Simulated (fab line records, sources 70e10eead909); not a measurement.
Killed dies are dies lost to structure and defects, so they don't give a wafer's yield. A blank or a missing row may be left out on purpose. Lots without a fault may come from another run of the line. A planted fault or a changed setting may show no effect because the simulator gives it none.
Which tool did it? | flow nand_harc | 12 lots, 36 wafers sampled, at 4 steps of a route of 1159

WHAT THE GAUGES READ, wafer by wafer
The record holds no reading of a measuring or inspecting step that can be judged against a usual standard deviation.

WHICH TOOL RAN EACH LOT (tool, then ch and the chambers of the sampled wafers, then the start)
lot  | NHARC_A_CONTACT_ETCH_88            | NHARC_A_CONTACT_ETCH_30                       | NHARC_A_CONTACT_ETCH_138             | NHARC_A_CONTACT_ALD_18
L147 | rie_diel-05 ch 0,1,2, day 16 15:21 | rie_diel-05 ch 0,2,3, day 16 16:52 or earlier | har_cap_etch-02 ch 0,1, day 16 16:52 | ald_metal-02 ch 0,1,2, day 16 18:34
L148 | rie_diel-07 ch 0,1,3, day 17 12:11 | rie_diel-07 ch 1,2,3, day 17 13:54 or earlier | har_cap_etch-03 ch 0,1, day 17 13:54 | ald_metal-02 ch 0,2,3, day 17 15:43
L154 | rie_diel-05 ch 0,3, day 19 03:47   | rie_diel-05 ch 2,3, day 19 05:17 or earlier   | har_cap_etch-03 ch 0,1, day 19 05:17 | ald_metal-02 ch 0,3, day 19 07:01
L156 | rie_diel-11 ch 0,1,3, day 19 12:43 | rie_diel-11 ch 2,3, day 19 14:16 or earlier   | har_cap_etch-01 ch 0,1, day 19 14:16 | ald_metal-02 ch 0,3, day 19 16:07
L157 | rie_diel-05 ch 2,3, day 19 13:34   | rie_diel-05 ch 0,1,2, day 19 15:07 or earlier | har_cap_etch-03 ch 0,1, day 19 15:07 | ald_metal-02 ch 0,1,3, day 19 18:26
L160 | rie_diel-11 ch 1,2,3, day 20 10:25 | rie_diel-11 ch 0,1,2, day 20 11:56 or earlier | har_cap_etch-02 ch 0,1, day 20 11:56 | ald_metal-01 ch 1,2,3, day 20 13:39
L164 | rie_diel-05 ch 0,2,3, day 21 19:53 | rie_diel-05 ch 0,1,3, day 21 21:21 or earlier | har_cap_etch-01 ch 0,1, day 21 21:21 | ald_metal-01 ch 1,2,3, day 21 23:12
L167 | rie_diel-07 ch 0,2,3, day 22 11:13 | rie_diel-07 ch 2,3, day 22 12:43 or earlier   | har_cap_etch-02 ch 0,1, day 22 12:43 | ald_metal-01 ch 0,1,3, day 22 14:24
L168 | rie_diel-05 ch 0,1,2, day 22 14:20 | rie_diel-11 ch 0,1,3, day 22 14:50            | har_cap_etch-02 ch 0,1, day 22 15:53 | ald_metal-04 ch 0,2,3, day 22 17:53
L169 | rie_diel-07 ch 1,2,3, day 22 15:27 | rie_diel-07 ch 0,1,3, day 22 17:01 or earlier | har_cap_etch-03 ch 0,1, day 22 17:01 | ald_metal-02 ch 0,2,3, day 22 19:27
L166 | rie_diel-11 ch 0,1, day 22 21:14   | rie_diel-11 ch 0,1,3, day 23 00:04 or earlier | har_cap_etch-02 ch 0,1, day 23 00:04 | ald_metal-04 ch 0,1,2, day 23 02:01
L170 | rie_diel-07 ch 0,2, day 22 22:26   | rie_diel-07 ch 0,1,2, day 23 00:22 or earlier | har_cap_etch-03 ch 0,1, day 23 00:22 | ald_metal-02 ch 0,2,3, day 23 02:22
- NHARC_A_CONTACT_ETCH_88: etches the open film in CF4, target depth 39 nm, time 65 s.
- NHARC_A_CONTACT_ETCH_30: etches the open film in CF4/CHF3, target depth 60.5 nm, time 30.2 s.
- NHARC_A_CONTACT_ETCH_138: etches the open film in C4F8/O2/Ar, time 132 s, target depth 1289 nm.
- NHARC_A_CONTACT_ALD_18: deposits TiN, target thk 3 nm, pulse time 1 s, ald cycles 150.

WHAT THE TOOLS THEMSELVES READ (means of the sampled wafers that have a number; where no wafer has one, the mark that the record gives instead)
NHARC_A_CONTACT_ETCH_88. Usual: bias_w 100.0 W, standard deviation 0.31; drypump_motor_current_A 5.6 A, standard deviation 0.45; oes_product_au 1.004 a.u., standard deviation 0.013; rf_vpp_V 150.6 V, standard deviation 1.1; showerhead_plenum_p_Torr 1.72 Torr, standard deviation 0.071; throttle_valve_pct 13.284 %, standard deviation 0.0095.
lot  | tool        | bias_w (W) | drypump_motor_current_A (A) | oes_product_au (a.u.) | rf_vpp_V (V) | showerhead_plenum_p_Torr (Torr) | throttle_valve_pct (%) | flag
L147 | rie_diel-05 | 99.8       | 5.5                         | 0.993                 | 150.6        | 1.69                            | 13.288                 |
L148 | rie_diel-07 | 99.9       | 5.7                         | 1.016                 | 151.2        | 1.78                            | 13.278                 |
L154 | rie_diel-05 | 100.1      | 5.6                         | 1.005                 | 150.6        | 1.67                            | 13.287                 |
L156 | rie_diel-11 | 100.0      | 5.5                         | 1.005                 | 150.1        | 1.71                            | 13.282                 |
L157 | rie_diel-05 | 99.8       | 5.5                         | 1.005                 | 149.7        | 1.70                            | 13.280                 |
L160 | rie_diel-11 | 100.2      | 5.2                         | 1.003                 | 150.7        | 1.67                            | 13.280                 |
L164 | rie_diel-05 | 100.2      | 5.6                         | 1.008                 | 150.2        | 1.68                            | 13.282                 |
L167 | rie_diel-07 | 99.9       | 5.8                         | 0.994                 | 151.9        | 1.83                            | 13.286                 |
L168 | rie_diel-05 | 100.1      | 5.5                         | 1.009                 | 150.2        | 1.69                            | 13.286                 |
L169 | rie_diel-07 | 100.0      | 6.2                         | 1.005                 | 151.0        | 1.80                            | 13.283                 |
L166 | rie_diel-11 | 100.2      | 5.7                         | 1.003                 | 150.8        | 1.74                            | 13.279                 |
L170 | rie_diel-07 | 99.9       | 6.2                         | 0.994                 | 151.8        | 1.78                            | 13.279                 |

NHARC_A_CONTACT_ETCH_30. Usual: bias_w 199.9 W, standard deviation 0.6; chf3_flow_sccm 30.01 sccm, standard deviation 0.088; drypump_motor_current_A 5.7 A, standard deviation 0.47; oes_product_au 0.937 a.u., standard deviation 0.022; rf_vpp_V 369.3 V, standard deviation 2.2; showerhead_plenum_p_Torr 1.53 Torr, standard deviation 0.064; throttle_valve_pct 16.801 %, standard deviation 0.0091.
lot  | tool        | bias_w (W) | chf3_flow_sccm (sccm) | drypump_motor_current_A (A) | oes_product_au (a.u.) | rf_vpp_V (V) | showerhead_plenum_p_Torr (Torr) | throttle_valve_pct (%) | flag
L147 | rie_diel-05 | 199.9      | 29.97                 | 5.6                         | 0.929                 | 368.2        | 1.50                            | 16.802                 |
L148 | rie_diel-07 | 200.0      | 30.10                 | 6.2                         | 0.925                 | 372.5        | 1.61                            | 16.807                 |
L154 | rie_diel-05 | 199.1      | 30.00                 | 5.5                         | 0.933                 | 368.8        | 1.51                            | 16.806                 |
L156 | rie_diel-11 | 200.0      | 30.00                 | 5.2                         | 0.961                 | 367.5        | 1.50                            | 16.790                 |
L157 | rie_diel-05 | 199.5      | 29.99                 | 5.5                         | 0.920                 | 368.9        | 1.50                            | 16.798                 |
L160 | rie_diel-11 | 200.3      | 29.95                 | 5.4                         | 0.971                 | 369.2        | 1.52                            | 16.795                 |
L164 | rie_diel-05 | 199.9      | 29.92                 | 5.5                         | 0.934                 | 367.6        | 1.50                            | 16.800                 |
L167 | rie_diel-07 | 199.3      | 30.04                 | 6.3                         | 0.919                 | 370.4        | 1.57                            | 16.803                 |
L168 | rie_diel-11 | 199.9      | 30.03                 | 5.5                         | 0.922                 | 368.5        | 1.51                            | 16.794                 |
L169 | rie_diel-07 | 199.7      | 30.04                 | 5.7                         | 0.936                 | 372.5        | 1.65                            | 16.804                 |
L166 | rie_diel-11 | 199.2      | 30.07                 | 5.5                         | 0.922                 | 368.4        | 1.51                            | 16.802                 |
L170 | rie_diel-07 | 199.8      | 30.02                 | 6.1                         | 0.924                 | 371.8        | 1.61                            | 16.803                 |

NHARC_A_CONTACT_ALD_18. Usual: heater_power_w 1071 W, standard deviation 140; precursor_pulse_height_rel 1.003, standard deviation 0.02.
lot  | tool         | heater_power_w (W) | precursor_pulse_height_rel | flag
L147 | ald_metal-02 | 1064               | 1.010                      |
L148 | ald_metal-02 | 956                | 1.003                      |
L154 | ald_metal-02 | 1024               | 0.989                      |
L156 | ald_metal-02 | 969                | 0.992                      |
L157 | ald_metal-02 | 1066               | 1.004                      |
L160 | ald_metal-01 | 1079               | 0.997                      |
L164 | ald_metal-01 | 1072               | 0.994                      |
L167 | ald_metal-01 | 1044               | 1.005                      |
L168 | ald_metal-04 | 1175               | 1.003                      |
L169 | ald_metal-02 | 975                | 1.008                      |
L166 | ald_metal-04 | 1228               | 1.010                      |
L170 | ald_metal-02 | 992                | 0.990                      |

THE ANSWER, worked out from the rows above alone
Rule: a lot is off if the mean of its wafers that have a number lies more than 3 standard deviations from the usual mean. A lot without any number at a reading at which 4 lots or more have one is off too. The other lots that the step has rows for count as sound. The gauges are gone through in route order, then the tools' own readings, and for those a lot's mean is taken as printed above. The first step at which some lot is off is used, and at that step the reading that is off furthest; a lot without a number counts as furthest.
No lot is off at any reading shown: from this, nothing can be told.

WHAT THE SIMULATOR HAD PUT IN
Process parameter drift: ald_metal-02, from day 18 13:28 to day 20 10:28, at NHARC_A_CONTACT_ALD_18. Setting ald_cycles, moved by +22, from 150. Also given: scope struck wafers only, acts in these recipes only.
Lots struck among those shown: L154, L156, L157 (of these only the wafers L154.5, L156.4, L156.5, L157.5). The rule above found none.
